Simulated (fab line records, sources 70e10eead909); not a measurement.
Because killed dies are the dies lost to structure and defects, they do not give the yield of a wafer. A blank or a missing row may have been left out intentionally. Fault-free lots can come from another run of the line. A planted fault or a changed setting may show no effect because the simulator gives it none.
What tool caused it?	flow nand harc	11 lots with 33 wafers sampled at 3 steps, on a route of 1302 steps

WHAT EACH GAUGE READ, for each wafer
NHARC_P_ZERO_WELL_CD_MEAS_24 targets a cd of 720 nm.
lot	measured	on	cd nm (nm)
L327	day 4 10:49	cd sem-01	647.2 645.7 645.4 647.2 645.8 645.5
L328	day 4 20:47	cd sem-02	722.5 724.1 722.2
L331	day 6 02:36	cd sem-01	722.5 720.6 723.2
L334	day 7 09:17	cd sem-03	722.0 720.2 718.2
L335	day 7 18:29	cd sem-02	723.7 722.1 722.2
L336	day 8 04:35	cd sem-02	721.4 722.4 721.5
L337	day 8 14:27	cd sem-02	720.6 720.9 720.2
L338	day 9 00:36	cd sem-01	719.6 720.8 722.4
L341	day 10 06:37	cd sem-03	720.8 722.5 721.1
L342	day 10 16:28	cd sem-01	718.5 721.2 718.1
L343	day 11 02:19	cd sem-02	721.7 725.5 722.7

WHICH TOOL RAN EACH LOT (tool, then ch and the chambers of the sampled wafers, then the start)
lot	NHARC_P_ZERO_WELL_DESCUM_13	NHARC_P_ZERO_WELL_EXPOSE_21
L327	rie diel-10 ch 1,2,3, day 4 09:23	krf scanner-02 ch 0, day 4 10:39
L328	rie diel-05 ch 0,1, day 4 19:31	krf scanner-04 ch 0, day 4 20:37
L331	rie diel-11 ch 2,3, day 6 01:24	krf scanner-02 ch 0, day 6 02:26
L334	rie diel-11 ch 0,2,3, day 7 07:59	krf scanner-03 ch 0, day 7 09:08
L335	rie diel-05 ch 1,2,3, day 7 17:19	krf scanner-04 ch 0, day 7 18:20
L336	rie diel-11 ch 0,1,2, day 8 03:24	krf scanner-02 ch 0, day 8 04:25
L337	rie diel-11 ch 0,3, day 8 13:20	krf scanner-02 ch 0, day 8 14:18
L338	rie diel-11 ch 0,2,3, day 8 23:25	krf scanner-04 ch 0, day 9 00:27
L341	rie diel-10 ch 0,1,2, day 10 05:24	krf scanner-02 ch 0, day 10 06:28
L342	rie diel-10 ch 0,2,3, day 10 15:17	krf scanner-03 ch 0, day 10 16:18
L343	rie diel-11 ch 1,2,3, day 11 01:16	krf scanner-03 ch 0, day 11 02:10
- NHARC_P_ZERO_WELL_DESCUM_13: chemistry O2, time 3 s.
- NHARC_P_ZERO_WELL_EXPOSE_21: exposes mask P NWELL, target cd 720 nm.

THE ANSWER, worked out from the rows above alone
Rule: usual is defined by the lots themselves. Put in order of their means at a reading, lots are off if they are a third of the lots or fewer, leave a main group of 4 or more, and stand apart from it by a gap of 3 or more times the standard deviation of the main group's means; of several such gaps the widest counts. A main group whose means are all the same, to the digits that the tables above print for the reading, isn't used. Also off: a lot with no number at a reading for which 4 or more lots have one. All remaining lots with rows at the step are treated as sound.
Off: L327 (NHARC_P_ZERO_WELL_CD_MEAS_24, cd nm). The main group: mean 721.5 nm, standard deviation 1.2.
A tool fits if, at a process step before that reading, it ran every lot that is off, and no sound lot after the first of them. Those tools and the gauges at NHARC_P_ZERO_WELL_CD_MEAS_24 are tried in the same way. No candidate that was tried fits.

WHAT THE SIMULATOR PUT IN
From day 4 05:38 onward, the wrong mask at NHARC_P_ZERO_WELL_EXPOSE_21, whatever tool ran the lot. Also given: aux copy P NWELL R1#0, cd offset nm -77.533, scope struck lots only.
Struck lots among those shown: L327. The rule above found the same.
